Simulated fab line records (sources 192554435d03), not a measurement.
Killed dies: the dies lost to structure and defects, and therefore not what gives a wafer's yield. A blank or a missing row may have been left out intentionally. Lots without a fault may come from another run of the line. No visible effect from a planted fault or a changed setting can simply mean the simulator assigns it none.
Matching of chambers    flow n5-finfet    N5_BEOL_M5_STRIP_64 on rie-diel-03: 4 sister chambers
The step strips in CF4. 4 wafers are shown with their chamber, then 10 later ones without.

== EACH WAFER AND ITS CHAMBER ==
wafer   chamber  showerhead-plenum-p-Torr (Torr)
L083.4  2        1.78
L083.5  1        1.84
L088.1  3        1.83
L088.2  0        1.71

== WAFERS MISSING THEIR CHAMBER ==
wafer   showerhead-plenum-p-Torr (Torr)
L088.4  1.78
L086.1  1.71
L086.5  1.78
L086.6  1.83
L090.2  1.83
L090.4  1.83
L090.5  1.71
L092.1  1.83
L092.3  1.71
L092.5  1.77

== WHICH CHAMBER EACH ONE RAN IN ==
wafer   from the rows above  in truth
L088.4  2                    2
L086.1  0                    0
L086.5  2                    2
L086.6  3                    3
L090.2  3                    3
L090.4  3                    3
L090.5  0                    0
L092.1  3                    3
L092.3  0                    0
L092.5  2                    2
Correct placement for 10 of the 10. Not placeable from these rows: 0. Wrongly placed: 0.
How it was worked out, from the rows above alone: a wafer's distance from a chamber is the root of the sum, over the readings, of the square of ((its reading less the chamber's mean) divided by the reading's scatter). The wafer belongs to the nearest chamber; if the next one is less than 2 further off, it can't be placed. For every chamber, the mean is computed from those of its wafers that are shown. The scatter: root of mean squared gap, hidden wafer to nearest shown wafer, with one shown wafer a chamber.
